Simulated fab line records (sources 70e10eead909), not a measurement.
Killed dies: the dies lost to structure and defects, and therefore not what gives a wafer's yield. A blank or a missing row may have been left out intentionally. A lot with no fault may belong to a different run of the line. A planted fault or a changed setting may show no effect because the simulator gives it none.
Which tool is to blame? -- flow nandHarc -- 12 lots (36 wafers sampled), 1 step of a 1159-step route

WHAT EACH GAUGE READ, for each wafer
NHARC_P_CONTACT_INSPECT_27.
lot,measured,on,rawDefectCount
L077,day 8 06:30,defectInspect-01,261 394 300
L074,day 8 10:12,defectInspect-01,197 192 162
L081,day 8 19:53,defectInspect-01,256 250 169
L079,day 8 21:17,defectInspect-01,102 255 222
L083,day 9 03:49,defectInspect-02,165 150 211
L086,day 9 07:35,defectInspect-01,350 478 454
L087,day 9 09:04,defectInspect-02,203 160 154
L089,day 9 20:39,defectInspect-01,268 222 466
L092,day 10 00:31,defectInspect-02,385 267 258
L093,day 10 09:55,defectInspect-02,338 270 204
L095,day 10 15:25,defectInspect-02,288 306 341
L096,day 11 06:45,defectInspect-02,191 199 231

WHAT TOOL EACH LOT RAN ON (gives the tool, then ch and the chambers of the sampled wafers, and finally the start)
There is no process step in the record ahead of these readings.

THE ANSWER, worked out from the rows above alone
Rule: the lots themselves supply what counts as usual. Put in order of their means at a reading, lots are off if they are a third of the lots or fewer, leave a main group of 4 or more, and stand apart from it by a gap of 3 or more times the standard deviation of the main group's means; of several such gaps the widest counts. If all means in a main group match to the digits the tables above print for the reading, that group is not used. Also off: a lot with no number at a reading for which 4 or more lots have one. The other lots that the step has rows for count as sound.
No lot is off on any of the readings shown, so nothing can be concluded from this.

WHAT THE SIMULATOR PUT IN
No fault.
